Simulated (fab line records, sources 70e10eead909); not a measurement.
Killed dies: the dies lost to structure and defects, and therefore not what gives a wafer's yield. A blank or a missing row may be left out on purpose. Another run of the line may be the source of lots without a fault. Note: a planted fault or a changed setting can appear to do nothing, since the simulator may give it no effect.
A lot that was struck, set against a sound lot -- flow nand harc -- 27 steps out of a route of 1302
Sound: these wafers, L789.1, L789.2, L789.5. Wafers L798.2, L798.3, L798.5 were the ones struck. The cause is named last.
At each step with rows: each side's tool, then ch and its chambers, then its first start. Under that, the readings that differ: sound wafers -- struck wafers -- difference of the means -- sigmas: that difference in standard deviations of wafers without a fault.
alike: same words and numbers on both sides, and readings whose means sit less than 2 such deviations apart. not compared: any withheld reading, any reading some wafer has no value for, any bound like >300 that may hide the same value, and any number with overlapping values for which the record gives no deviation.
The two part at a step that has a row with sigmas, a row that says differs or no value, or rows on one side only. Non-overlapping numbers with no deviation appear without sigmas and do not part them. A reading missing from all wafers of one side parts the sides only when that side holds two or more wafers.

first, 6 steps without rows for these wafers: NHARC_A_ONON_D1_DEP_03 (target thk 1000 nm); NHARC_A_ONON_D1_DEP_06 (target thk 1000 nm); NHARC_A_ONON_D1_DEP_09 (target thk 1000 nm); NHARC_A_ONON_D1_DEP_12 (target thk 1000 nm); NHARC_A_ONON_D1_ANNEAL_15 (time 3600 s); NHARC_A_ONON_D1_DEP_16 (target thk 1000 nm).
NHARC_A_ONON_D1_DEP_19: target thk 1000 nm.
  sound on pecvd onon-01 ch 0, day 9 14:45; struck on pecvd onon-04 ch 0, day 13 10:25
reading,sound,struck,difference,sigmas
nh3 flow sccm (sccm),500.7 502.2 502.9,499.1 500.2 498.5,-2.7,-2
then, 19 steps without rows for these wafers: NHARC_A_ONON_D1_DEP_22 (target thk 1000 nm); NHARC_A_ONON_D1_DEP_25 (target thk 1000 nm); NHARC_A_ONON_D1_DEP_28 (target thk 1000 nm); NHARC_A_ONON_D1_DEP_33 (deposits SiO2, target thk 200 nm); NHARC_A_CHANNEL_HOLE_D1_DEP_00 (deposits aC, target thk 3100 nm); NHARC_A_CHANNEL_HOLE_D1_DEP_01 (deposits SiON, target thk 140 nm); NHARC_A_CHANNEL_HOLE_D1_DEHYDRATE_02 (time 120 s); NHARC_A_CHANNEL_HOLE_D1_HMDS_03 (time 30 s); NHARC_A_CHANNEL_HOLE_D1_COAT_36 (time 75 s); NHARC_A_CHANNEL_HOLE_D1_COAT_37 (time 65 s); NHARC_A_CHANNEL_HOLE_D1_COAT_04 (resist thk 90 nm); NHARC_A_CHANNEL_HOLE_D1_SOFTBAKE_05 (time 55 s); NHARC_A_CHANNEL_HOLE_D1_EBR_06; NHARC_A_CHANNEL_HOLE_D1_EXPOSE_07 (exposes mask HOLE D1, target cd 100 nm); NHARC_A_CHANNEL_HOLE_D1_PEB_08 (peb time 65 s); NHARC_A_CHANNEL_HOLE_D1_DEVELOP_09 (develop time 35 s); NHARC_A_CHANNEL_HOLE_D1_DESCUM_15 (chemistry O2, time 3 s); NHARC_A_CHANNEL_HOLE_D1_ETCH_38 (etches the open film in CF4, target depth 39 nm, time 65 s); NHARC_A_CHANNEL_HOLE_D1_ETCH_39 (etches the open film in N2/H2, target depth 260 nm, time 325 s).
-- break in the record here, with 16 days between the starts of the struck wafers on either side (left off in module A_CHANNEL_HOLE_D1, picked up again in module END, where the first step shown is number 1302 on the route) --
NHARC_END_SORT_01:
  sound on prober-02 ch 0, day 25 23:23; struck on prober-02 ch 0, day 29 09:02
reading,sound,struck,difference,sigmas
killed at array,44 42 49,124 118 123,+77,+6
killed dies,47 44 52,127 123 125,+77,+6
  alike: killed at other, killed at periphery, killed open, killed short

== WHERE THEY PART ==
Earliest at NHARC_A_ONON_D1_DEP_19; latest, in this record, at NHARC_END_SORT_01.

WHY: the cause the simulator had injected
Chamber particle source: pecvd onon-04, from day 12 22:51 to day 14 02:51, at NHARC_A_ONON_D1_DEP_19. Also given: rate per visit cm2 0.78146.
